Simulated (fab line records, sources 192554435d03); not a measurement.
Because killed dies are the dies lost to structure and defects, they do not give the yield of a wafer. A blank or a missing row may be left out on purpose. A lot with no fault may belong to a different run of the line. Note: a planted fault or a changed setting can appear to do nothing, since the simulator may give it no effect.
fab line records	flow n5_finfet
record: lots: 6	wafers: 18	last_day: 18
route steps=1938 shown BEOL_M8@1367 PASSIVATION@1936
lots that met no fault: taken from a fault-free run of the same line
start_h: the number of hours between the record's first day and the start of the first shown wafer of the lot	wait_h: how many hours have passed since the lot's step before this one	" the same as in the row above	L1.1+2: several wafers, shown together as one row	- no value, or no start given	* or withheld: withheld	< > ~ a bound
route shown NAME@n: names a module that has steps shown in the file, with the first one's number in the route	usual: average and standard deviation across the fault-free wafers	same: alike in all rows	chamber/n: place in a boat	sites: per-site readings	_std_site: their standard deviation	_edge_site: inner sites' mean taken away from outer sites' mean	radius_mm: how far each site lies from the wafer's centre	mask NAME#n: copy n	behind: the last tool/chamber to shape the wafer	hold: why the lot was held/for how many hours/how that ended	device: which transistor (n, p or np) failed to switch	end of line: the tests these same wafers got at the end of their route	a step without rows: its recipe alone	killed: dies that structure and defects cost at the first sort, which is not the same as the wafer's yield	map: the dies of a wafer, with x for killed, . for not killed, _ for no die there
set.NAME: the setting as run; set.NAME@STEP: as run at that earlier step	model.NAME: the simulator's own value behind a step, which no gauge read
lots at some steps of the route; a table a step, a row a wafer
services: when a tool's chamber went out of use (start_h, in hours from the record's first day, below 0 if earlier), for how many hours, and the reason
== steps ==
step: N5_BEOL_M8_INSPECT_30
recipe: mode: adi	inspect_instrument: brightfield
usual: raw_defect_count: 427/96
lot.wafer	tool	chamber	start_h	wait_h	raw_defect_count
L592.1	defect_inspect-02	-	274.51	0.1	402
L592.3	"	-	"	"	401
L592.6	"	-	"	"	259
L593.3	defect_inspect-02	-	284.70	0.0	439
L593.5	"	-	"	"	406
L593.6	"	-	"	"	362
L595.1	defect_inspect-01	-	288.59	0.1	332
L595.2	"	-	"	"	286
L595.4	"	-	"	"	330
L598.1	defect_inspect-02	-	307.50	0.1	278
L598.5	"	-	"	"	403
L598.6	"	-	"	"	339
L600.1	defect_inspect-01	-	337.67	0.1	476
L600.3	"	-	"	"	293
L600.5	"	-	"	"	344
L602.2	defect_inspect-02	-	351.22	0.0	637
L602.4	"	-	"	"	625
L602.6	"	-	"	"	575
step: N5_BEOL_M8_DESCUM_33
recipe: chemistry: O2	time_s: 7	source_power_w: 50	bias_power_w: 20	pressure_mtorr: 20	rf_frequency_hz: 2.712e+07	temp_c: 40	resist: CAR-EUV	o2_flow_sccm: 225
step: N5_BEOL_M8_ETCH_72
recipe: chemistry: N2/H2	target: underlayer	target_depth_a: 65	mask_material: CAR-EUV	time_s: 5.2	ion_energy_ev: 200	pressure_mtorr: 30	source_w: 840	bias_w: 150	n2_flow_sccm: 200	h2_flow_sccm: 200	ends: cleared
usual: drypump_motor_current_A: 5.9/0.45	etch_rf_on_time_s: 5.19/0.06	h2_flow_sccm: 200.0/0.57	oes_product_au: 0.70/0.083	rf_vpp_V: 523.7/2.5	showerhead_plenum_p_Torr: 2.53/0.081	throttle_valve_pct: 17.73/0.22
lot.wafer	tool	chamber	start_h	wait_h	drypump_motor_current_A	etch_rf_on_time_s	h2_flow_sccm	oes_product_au	rf_hours_counter_h	rf_vpp_V	showerhead_plenum_p_Torr	throttle_valve_pct
L592.1	rie_diel-02	0	274.57	0.0	5.5	5.14	200.4	0.65	142	524.7	2.54	17.58
L592.3	"	2	"	"	5.6	5.26	200.4	0.75	49	525.1	2.58	17.98
L592.6	"	3	"	"	5.9	5.26	199.3	0.65	-	526.4	2.55	17.86
L593.3	rie_diel-03	2	284.77	0.0	6.4	5.21	200.5	0.59	237	519.1	2.40	17.85
L593.5	"	1	"	"	5.8	5.20	198.9	0.58	-	526.2	2.61	17.88
L593.6	"	2	"	"	6.4	5.21	199.7	0.59	-	521.4	2.40	17.87
L595.1	rie_diel-02	0	288.68	0.0	5.5	5.18	199.7	0.65	146	525.0	2.54	17.61
L595.2	"	3	"	"	5.8	5.20	200.0	0.65	133	523.0	2.55	17.87
L595.4	"	1	"	"	4.8	5.24	199.4	0.81	6	527.8	2.72	17.53
L598.1	rie_diel-03	0	307.59	0.0	6.3	5.21	200.5	0.74	42	521.0	2.48	17.36
L598.5	"	3	"	"	6.3	5.06	198.9	0.78	-	523.4	2.50	17.90
L598.6	"	0	"	"	6.3	5.19	200.6	0.75	-	523.4	2.48	17.38
L600.1	rie_diel-03	0	337.74	0.0	6.3	5.27	199.5	0.71	55	523.6	2.48	17.42
L600.3	"	3	"	"	6.3	5.16	200.1	0.74	39	523.9	2.49	17.92
L600.5	"	1	"	"	5.8	5.16	200.6	0.81	-	525.6	2.61	17.50
L602.2	rie_diel-03	1	351.29	0.0	5.8	5.17	200.4	0.80	14	526.2	2.61	17.51
L602.4	"	0	"	"	6.3	5.28	201.1	0.71	61	521.8	2.47	17.41
L602.6	"	1	"	"	5.8	5.18	200.5	0.79	-	526.0	2.61	17.50
step: N5_BEOL_M8_ETCH_65
recipe: chemistry: CF4	target: SiARC	target_depth_a: 156	mask_material: CAR-EUV	time_s: 26	ion_energy_ev: 80	pressure_mtorr: 40	source_w: 545	bias_w: 36	Ar_flow_sccm: 100	cf4_flow_sccm: 100	ends: cleared
step: N5_BEOL_M8_ETCH_66
recipe: chemistry: N2/H2	target: SOC	target_depth_a: 800	overetch_a: 160	mask_material: SiARC	temp_c: 40	time_s: 120	ion_energy_ev: 200	pressure_mtorr: 30	source_w: 840	bias_w: 150	n2_flow_sccm: 200	h2_flow_sccm: 200
step: N5_BEOL_M8_STRIP_69
recipe: chemistry: N2/H2	temp_c: 40	n2_flow_sccm: 200	h2_flow_sccm: 200	rf_frequency_hz: 6e+07
step: N5_BEOL_M8_STRIP_73
recipe: chemistry: N2/H2	temp_c: 40	n2_flow_sccm: 200	h2_flow_sccm: 200	rf_frequency_hz: 6e+07
step: N5_BEOL_M8_VIA_ETCH_34
recipe: chemistry: C4F6/O2	target: SiCOH_lowk	target_depth_a: 1255	mask_material: SOC	taper_deg: 4	time_s: 50.5	ion_energy_ev: 250	pressure_mtorr: 30	source_w: 345	bias_w: 185	Ar_flow_sccm: 300	C4F6_flow_sccm: 10	O2_flow_sccm: 10
usual: drypump_motor_current_A: 5.9/0.44	oes_product_au: 0.82/0.098	rf_vpp_V: 665/6.1	showerhead_plenum_p_Torr: 2.84/0.087	throttle_valve_pct: 20.76/0.25
lot.wafer	tool	chamber	start_h	wait_h	drypump_motor_current_A	oes_product_au	rf_hours_counter_h	rf_vpp_V	showerhead_plenum_p_Torr	throttle_valve_pct
L592.1	rie_diel-02	0	274.72	0.0	5.5	0.76	142	663	2.86	20.56
L592.3	"	2	"	"	5.7	0.87	49	657	2.89	21.15
L592.6	"	3	"	"	5.9	0.76	-	671	2.87	21.01
L593.3	rie_diel-03	2	284.91	0.0	6.4	0.69	237	673	2.69	20.83
L593.5	"	1	"	"	5.8	0.68	-	665	2.92	20.87
L593.6	"	2	"	"	6.4	0.68	-	671	2.69	20.83
L595.1	rie_diel-02	0	288.83	0.0	5.5	0.76	146	664	2.85	20.58
L595.2	"	3	"	"	5.9	0.76	133	669	2.87	21.01
L595.4	"	1	"	"	4.8	0.96	6	673	3.03	20.49
L598.1	rie_diel-03	0	307.80	0.0	6.3	0.86	42	668	2.78	20.40
L598.5	"	3	"	"	6.3	0.91	-	658	2.80	20.94
L598.6	"	0	"	"	6.3	0.86	-	667	2.78	20.39
L600.1	rie_diel-03	0	337.89	0.0	6.3	0.85	56	668	2.77	20.41
L600.3	"	3	"	"	6.3	0.88	39	659	2.80	20.94
L600.5	"	1	"	"	5.8	0.94	-	665	2.91	20.55
L602.2	rie_diel-03	1	351.43	0.0	5.8	0.93	14	664	2.91	20.52
L602.4	"	0	"	"	6.3	0.84	61	668	2.77	20.41
L602.6	"	1	"	"	5.8	0.92	-	662	2.91	20.54
step: N5_BEOL_M8_STRIP_76
recipe: chemistry: C4F6/O2	resist: SiARC	rf_frequency_hz: 6e+07
step: N5_BEOL_M8_STRIP_36
recipe: chemistry: N2/H2	power_w: 450	temp_c: 40	pressure_mtorr: 20	rf_frequency_hz: 6e+07	overash_fraction: 0.3	bias_power_w: 7	h2_frac: 0.5	n2_flow_sccm: 200	h2_flow_sccm: 200
usual: bias_power_w: 7.002/0.02	chamber_pressure_mTorr: 20.00/0.031	drypump_motor_current_A: 5.9/0.45	h2_flow_sccm: 199.9/0.61	oes_product_au: 0.82/0.099	rf_vpp_V: 58.9/1.5	showerhead_plenum_p_Torr: 2.53/0.081	throttle_valve_pct: 23.50/0.23
lot.wafer	tool	chamber	start_h	wait_h	bias_power_w	chamber_pressure_mTorr	drypump_motor_current_A	h2_flow_sccm	oes_product_au	rf_hours_counter_h	rf_vpp_V	showerhead_plenum_p_Torr	throttle_valve_pct
L592.1	rie_diel-02	0	274.77	0.0	7.009	19.93	5.5	199.8	0.76	142	56.4	2.54	23.38
L592.3	"	2	"	"	7.012	20.00	5.6	199.2	0.87	49	61.2	2.58	23.77
L592.6	"	3	"	"	7.001	20.03	5.9	200.2	0.75	-	57.7	2.54	23.60
L593.3	rie_diel-03	2	284.96	0.0	7.014	20.05	6.4	200.7	0.69	237	58.7	2.40	23.54
L593.5	"	1	"	"	7.016	19.99	5.8	198.9	0.68	-	56.9	2.61	23.56
L593.6	"	2	"	"	6.974	19.98	6.4	200.2	0.69	-	60.0	2.40	23.52
L595.1	rie_diel-02	0	288.88	0.0	6.974	19.95	5.5	200.7	0.76	146	58.5	2.54	23.41
L595.2	"	3	"	"	6.993	19.91	5.8	200.7	0.77	133	57.1	2.54	23.61
L595.4	"	1	"	"	6.982	19.95	4.8	198.9	0.96	6	59.8	2.72	23.46
L598.1	rie_diel-03	0	307.88	0.0	6.984	20.02	6.3	199.6	0.86	42	56.6	2.48	23.13
L598.5	"	3	"	"	7.003	20.03	6.3	200.5	0.89	-	58.8	2.49	23.82
L598.6	"	0	"	"	6.988	20.00	6.3	200.4	0.87	-	59.3	2.48	23.14
L600.1	rie_diel-03	0	337.94	0.0	7.034	20.02	6.3	199.5	0.83	56	59.9	2.47	23.16
L600.3	"	3	"	"	7.025	19.97	6.3	199.4	0.88	39	59.2	2.49	23.83
L600.5	"	1	"	"	6.999	20.00	5.8	200.1	0.93	-	58.7	2.60	23.35
L602.2	rie_diel-03	1	351.48	0.0	7.008	19.97	5.8	200.6	0.94	14	59.6	2.60	23.35
L602.4	"	0	"	"	6.955	19.97	6.3	199.2	0.85	61	58.8	2.47	23.16
L602.6	"	1	"	"	6.989	20.03	5.8	200.2	0.93	-	58.5	2.60	23.31
step: N5_BEOL_M8_TRENCH_ETCH_37
recipe: chemistry: C4F6/O2	target_depth_a: 934.78	target: SiCOH_lowk	time_s: 31.2	ion_energy_ev: 250	pressure_mtorr: 30	source_w: 345	bias_w: 185	Ar_flow_sccm: 300	C4F6_flow_sccm: 10	O2_flow_sccm: 10
usual: drypump_motor_current_A: 5.9/0.45	oes_product_au: 0.82/0.098	rf_vpp_V: 665/6	showerhead_plenum_p_Torr: 2.84/0.087	throttle_valve_pct: 20.79/0.25
lot.wafer	tool	chamber	start_h	wait_h	drypump_motor_current_A	oes_product_au	rf_hours_counter_h	rf_vpp_V	showerhead_plenum_p_Torr	throttle_valve_pct
L592.1	rie_diel-02	0	-	-	5.5	0.76	142	663	2.86	20.58
L592.3	"	2	"	"	5.6	0.87	49	656	2.89	21.15
L592.6	"	3	"	"	5.9	0.76	-	669	2.87	21.04
L593.3	rie_diel-03	2	-	-	6.4	0.70	237	671	2.69	20.86
L593.5	"	1	"	"	5.8	0.69	-	667	2.92	20.88
L593.6	"	2	"	"	6.4	0.69	-	670	2.69	20.86
L595.1	rie_diel-02	0	-	-	5.5	0.76	146	663	2.85	20.58
L595.2	"	3	"	"	5.8	0.76	133	671	2.87	21.05
L595.4	"	1	"	"	4.8	0.97	6	672	3.03	20.51
L598.1	rie_diel-03	0	-	-	6.3	0.88	42	667	2.78	20.44
L598.5	"	3	"	"	6.3	0.92	-	657	2.80	20.95
L598.6	"	0	"	"	6.3	0.88	-	668	2.78	20.42
L600.1	rie_diel-03	0	-	-	6.3	0.84	56	667	2.77	20.44
L600.3	"	3	"	"	6.3	0.88	39	658	2.80	20.98
L600.5	"	1	"	"	5.8	0.95	-	664	2.91	20.56
L602.2	rie_diel-03	1	-	-	5.9	0.94	14	664	2.91	20.56
L602.4	"	0	"	"	6.3	0.84	61	667	2.77	20.44
L602.6	"	1	"	"	5.8	0.93	-	664	2.91	20.58
step: N5_BEOL_M8_ETCH_41
recipe: chemistry: CH3F/O2	target: SiCN	target_depth_a: 319	taper_deg: 2	time_s: 57.8	ion_energy_ev: 120	mask_material: TiN	pressure_mtorr: 30	source_w: 395	bias_w: 75	Ar_flow_sccm: 150	CH3F_flow_sccm: 30	O2_flow_sccm: 20
usual: drypump_motor_current_A: 5.9/0.45	oes_product_au: 0.82/0.098	rf_vpp_V: 297.1/1.6	showerhead_plenum_p_Torr: 1.99/0.064	throttle_valve_pct: 16.18/0.24
lot.wafer	tool	chamber	start_h	wait_h	drypump_motor_current_A	oes_product_au	rf_hours_counter_h	rf_vpp_V	showerhead_plenum_p_Torr	throttle_valve_pct
L592.1	rie_diel-02	0	-	-	5.5	0.76	142	297.9	2.01	15.99
L592.3	"	2	"	"	5.6	0.87	49	298.2	2.03	16.49
L592.6	"	3	"	"	5.9	0.76	-	297.5	2.01	16.41
L593.3	rie_diel-03	2	-	-	6.4	0.68	237	294.2	1.88	16.34
L593.5	"	1	"	"	5.8	0.69	-	299.2	2.05	16.37
L593.6	"	2	"	"	6.4	0.69	-	295.4	1.88	16.34
L595.1	rie_diel-02	0	-	-	5.5	0.76	146	297.5	2.00	16.01
L595.2	"	3	"	"	5.8	0.76	133	297.8	2.01	16.40
L595.4	"	1	"	"	4.8	0.97	6	300.2	2.14	15.87
L598.1	rie_diel-03	0	-	-	6.3	0.86	42	296.0	1.95	15.83
L598.5	"	3	"	"	6.3	0.90	-	296.3	1.97	16.27
L598.6	"	0	"	"	6.3	0.85	-	297.4	1.95	15.82
L600.1	rie_diel-03	0	-	-	6.3	0.84	56	295.7	1.94	15.85
L600.3	"	3	"	"	6.3	0.89	39	295.6	1.96	16.27
L600.5	"	1	"	"	5.8	0.95	-	297.9	2.05	15.95
L602.2	rie_diel-03	1	-	-	5.8	0.93	14	297.3	2.04	15.92
L602.4	"	0	"	"	6.3	0.84	61	296.1	1.94	15.87
L602.6	"	1	"	"	5.8	0.93	-	299.1	2.04	15.94
step: N5_BEOL_M8_STRIP_80
recipe: chemistry: N2/H2	time_s: 10	power_w: 450	temp_c: 40	pressure_mtorr: 20	rf_frequency_hz: 6e+07	bias_power_w: 7	n2_flow_sccm: 200	h2_flow_sccm: 200
usual: bias_power_w: 6.999/0.021	chamber_pressure_mTorr: 19.999/0.02	drypump_motor_current_A: 5.9/0.45	h2_flow_sccm: 200.1/0.54	oes_product_au: 0.82/0.098	rf_vpp_V: 59.0/0.98	showerhead_plenum_p_Torr: 2.53/0.081	throttle_valve_pct: 23.50/0.22
lot.wafer	tool	chamber	start_h	wait_h	bias_power_w	chamber_pressure_mTorr	drypump_motor_current_A	h2_flow_sccm	oes_product_au	rf_hours_counter_h	rf_vpp_V	showerhead_plenum_p_Torr	throttle_valve_pct
L592.1	rie_diel-02	0	274.89	-	6.992	20.018	5.5	200.2	0.76	142	60.7	2.54	23.39
L592.3	"	2	"	"	6.996	19.969	5.6	201.0	0.88	49	59.9	2.58	23.76
L592.6	"	3	"	"	6.995	20.009	5.9	199.7	0.76	-	59.6	2.55	23.58
L593.3	rie_diel-03	2	285.08	-	6.974	19.992	6.4	200.5	0.69	237	58.6	2.40	23.53
L593.5	"	1	"	"	6.976	19.959	5.8	199.7	0.69	-	57.8	2.61	23.58
L593.6	"	2	"	"	6.950	20.007	6.4	199.6	0.69	-	57.7	2.40	23.53
L595.1	rie_diel-02	0	289.00	-	-	-	-	-	-	-	-	-	-
L595.2	"	3	"	"	-	-	-	-	-	-	-	-	-
L595.4	"	1	"	"	-	-	-	-	-	-	-	-	-
L598.1	rie_diel-03	0	308.06	-	-	-	-	-	-	-	-	-	-
L598.5	"	3	"	"	-	-	-	-	-	-	-	-	-
L598.6	"	0	"	"	-	-	-	-	-	-	-	-	-
L600.1	rie_diel-03	0	338.05	-	6.992	20.026	6.3	200.9	0.86	56	59.2	2.47	23.15
L600.3	"	3	"	"	6.985	20.023	6.3	199.7	0.88	39	58.7	2.49	23.82
L600.5	"	1	"	"	7.029	20.018	5.8	200.2	0.95	-	60.9	2.60	23.33
L602.2	rie_diel-03	1	351.60	-	6.964	19.998	5.8	200.6	0.93	14	60.0	2.60	23.34
L602.4	"	0	"	"	6.994	19.996	6.3	199.9	0.83	61	58.0	2.47	23.15
L602.6	"	1	"	"	6.987	19.996	5.8	200.1	0.92	-	59.5	2.60	23.34
step: N5_BEOL_M8_OCD_MEAS_38
usual: trench_depth_nm: 93.7/0.88
lot.wafer	tool	chamber	start_h	wait_h	trench_depth_nm
L592.1	ocd-02	-	274.97	-	93.5
L592.3	"	-	"	"	92.5
L592.6	"	-	"	"	91.8
L593.3	ocd-01	-	285.16	-	94.1
L593.5	"	-	"	"	93.9
L593.6	"	-	"	"	93.9
L595.1	ocd-01	-	289.08	-	93.9
L595.2	"	-	"	"	93.6
L595.4	"	-	"	"	93.5
L598.1	ocd-02	-	308.16	-	94.8
L598.5	"	-	"	"	96.1
L598.6	"	-	"	"	94.1
L600.1	ocd-02	-	338.13	-	93.8
L600.3	"	-	"	"	95.4
L600.5	"	-	"	"	94.6
L602.2	ocd-02	-	351.68	-	94.8
L602.4	"	-	"	"	93.3
L602.6	"	-	"	"	94.7
step: N5_PASSIVATION_PROBE_49
usual: defect_limited_yield: 91.4/1.5	killed_at_M0_to_M3: 31/11	killed_at_M4_up: 13/5.5	killed_at_contacts: 13/6.3	killed_at_front_end: 40/13	killed_at_other: 3.3/2.6	killed_dies: 101/18	killed_open: 67/13	killed_short: 33/7.9	sort_bin_5_function: 5.1/1	sort_bin_6_memory: 3.2/0.68	sort_n_pass: 1079/18	sort_yield_pct: 91.4/1.5
same: gross_dies: 1180	killed_at_back_side: 0	sort_bin_4_leakage[%]: 0	sort_bin_8_speed[%]: 0
lot.wafer	tool	chamber	start_h	wait_h	defect_limited_yield[%]	killed_at_M0_to_M3	killed_at_M4_up	killed_at_contacts	killed_at_front_end	killed_at_other	killed_dies	killed_open	killed_short	sort_bin_5_function[%]	sort_bin_6_memory[%]	sort_n_pass	sort_yield_pct[%]
L595.1	prober-02	-	359.06	0.0	87.2	54	49	9	37	2	151	104	47	6.5	5.9	1029	87.2
L595.2	prober-02	-	359.11	0.1	84.9	47	47	10	68	6	178	113	65	8.2	5.8	1002	84.9
L595.4	prober-02	-	359.21	0.2	85.5	54	56	20	39	2	171	116	55	8.6	5.2	1009	85.5
L598.1	prober-02	-	370.03	0.0	88.7	8	72	12	37	4	133	112	20	6.9	4.3	1047	88.7
L598.5	prober-02	-	370.23	0.2	88.7	10	65	11	45	2	133	103	29	6.3	4.7	1047	88.7
L598.6	prober-02	-	370.28	0.3	91.0	14	49	18	22	3	106	74	31	4.5	4.3	1074	91.0
killed by level:class
L595.1 BEOL_M8:geometric_particle:open=25 BEOL_M0_SAQP:geometric_particle:short=13 BEOL_M4:geometric_particle:open=11 BEOL_M8:geometric_particle:short=11 BEOL_M3:geometric_particle:open=10 FIN_SAQP:geometric_particle:open=9 MOL_CONTACT_COAG:geometric_particle:open=9 BEOL_M0_SAQP:geometric_particle:open=9
L595.2 BEOL_M8:geometric_particle:open=24 FIN_SAQP:geometric_particle:open=14 STI_FIN_REVEAL:geometric_particle:open=13 BEOL_M8:geometric_particle:short=13 BEOL_M3:geometric_particle:open=12 BEOL_M0_SAQP:geometric_particle:short=11 FIN_SAQP:geometric_particle:short=10 STI_FIN_REVEAL:geometric_particle:short=8
L595.4 BEOL_M8:geometric_particle:open=27 MOL_CONTACT_COAG:geometric_particle:open=14 BEOL_M4:geometric_particle:open=11 BEOL_M0_SAQP:geometric_particle:short=11 BEOL_M0_SAQP:geometric_particle:open=11 BEOL_M1:geometric_particle:open=11 FIN_SAQP:geometric_particle:open=9 BEOL_M8:geometric_particle:short=9
L598.1 BEOL_M8:geometric_particle:open=48 MOL_CONTACT_COAG:geometric_particle:open=10 FIN_SAQP:geometric_particle:open=9 BEOL_M8:geometric_particle:short=9 BEOL_M4:geometric_particle:open=8 STI_FIN_REVEAL:geometric_particle:open=7 STARTING-WAFER:geometric_particle:open=5 ILD0:geometric_particle:open=4
L598.5 BEOL_M8:geometric_particle:open=39 STI_FIN_REVEAL:geometric_particle:open=19 MOL_CONTACT_COAG:geometric_particle:open=7 BEOL_M8:geometric_particle:short=7 BEOL_M5:geometric_particle:open=6 FIN_SAQP:geometric_particle:short=5 GATE_CUT:geometric_particle:short=4 MOL_CONTACT_COAG:geometric_particle:short=4
L598.6 BEOL_M8:geometric_particle:open=30 MOL_CONTACT_COAG:geometric_particle:open=15 STI_FIN_REVEAL:geometric_particle:open=7 BEOL_M8:geometric_particle:short=7 BEOL_M4:geometric_particle:open=5 BEOL_M0:geometric_particle:short=4 BEOL_M2:geometric_particle:open=4 MOL_CONTACT_COAG:geometric_particle:short=3
map L595.2 (x killed, . not)
_________________xx.....xx...________________
______________.............x..x._____________
___________x..x.x..x.....x.........__________
__________....x..........x......x.x._________
________.x..xx.x.....x..........x....._______
_______....x...x..x..x.......x.x.......______
______....x.........x...x..x............_____
_____..x.......x..x...........x.x........____
____.x.x....x....x....x..x................___
___..............x........x..x............x__
___......x.x..x..x..............xx....xx...__
__..........x.x...........x..x.x.x.x.x......_
__...x.x.............................x..x..._
_...........x...x........x.......x....x.x....
_................x...xx.x..x...x...x.......xx
_.........xx.....x.........x........x...x....
_.......x.............x....x......x.x......x.
_.......x..x......................xx.........
_..x..........x..x.......x..............xx...
_x............x...x.........................x
_....................x.....................x.
__..x..x..........x....x........x.......x..x_
__...x.x...x.x..x...x...............x...x..._
___.........x.........x........x...x......x__
___xxx..x.xx....xx.xx......................__
____......x.x.....x...x.................x.___
_____...........x..............x.........____
______..x.............x....x.....xxx...._____
_______..xx........x.....x......x......______
________x..........x..xx.........xxx.._______
__________..........x.x..x.x.....x.x_________
___________...x........x...........__________
______________x.....x....x..xx.._____________
_________________.........x..________________
map L598.1 (x killed, . not)
_________________x...x.....x.________________
______________................xx_____________
___________........x......x........__________
__________.........................._________
________...........x....x............._______
_______........x.x.x.x...........x.xx..______
______.............x................x..._____
_____..x......x..........................____
____.x........x.....................x....x___
___.....x.x....................x...........__
___..x.x..x...........x...........x..x.....__
__....x.........x............x.x...x.......x_
__..x..................x..x..x.............._
_.....x...x....x.x...........................
_....x..............x..........x........x..x.
_.......xxx....x.........x.......x...........
_..................x...x............x.......x
_.......................x.........x.xx.x.....
_...........x.x....................x.........
_......................................x...x.
_..x..........x..x...x....................x..
__................xxx.x...........x...xx..xx_
__...................................x......_
___x...x...x....x....................x.x..x__
___........x......x...x....................__
____....x......x..x..............x........___
_____........x.......x......x...x........____
______.......x...xx........x......x....._____
_______..........x....xx............x..______
________xx.x..x......................x_______
__________x....x..x..x...x......x..._________
___________.....xx.x...............__________
______________.x....xx.x........_____________
_________________x...........________________
== services ==
tool	chamber	start_h	hours	kind
rie_diel-03	1	296.75	-	clean
rie_diel-03	1	296.75	-	consumable_replace:focus_ring
rie_diel-03	1	296.75	21.4	scheduled_down
rie_diel-03	1	296.75	21.4	vent_cycle
rie_diel-03	-	297.60	0.3	repair
rie_diel-03	2	307.14	2.8	repair
rie_diel-03	2	325.56	-	clean
rie_diel-03	2	325.56	-	consumable_replace:focus_ring
rie_diel-03	2	325.56	-	consumable_replace:showerhead
rie_diel-03	2	325.56	22.2	scheduled_down
rie_diel-03	2	325.56	22.2	vent_cycle
rie_diel-02	1	347.22	1.7	repair
== key ==
first_sign: step: N5_BEOL_M8_STRIP_80	reading: tool_record	direction: missing
effect: step: N5_PASSIVATION_PROBE_49	reading: killed_at_M4_up	direction: up	sigmas: 7.7	usual: 13	struck: 56
more_kills_born_at: N5_BEOL_M8_STRIP_80@rie_diel-03: 135	N5_BEOL_M8_STRIP_80@rie_diel-02: 107
met_at N5_BEOL_M8_STRIP_80
struck_wafers L595.1,L595.2,L595.4,L598.1,L598.5,L598.6
onset_between 285.08 289.00
earlier_fault: kind: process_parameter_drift	tool: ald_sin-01	chamber: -	onset_h: 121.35	steps: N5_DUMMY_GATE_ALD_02	channel: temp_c	offset: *	shape: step	end_h: 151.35	acts_in: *	stated: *
fault: kind: skipped_step_whole	tool: rie_diel-02,rie_diel-03	chamber: -	onset_h: 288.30	steps: N5_BEOL_M8_STRIP_80	scope: struck_lots_only
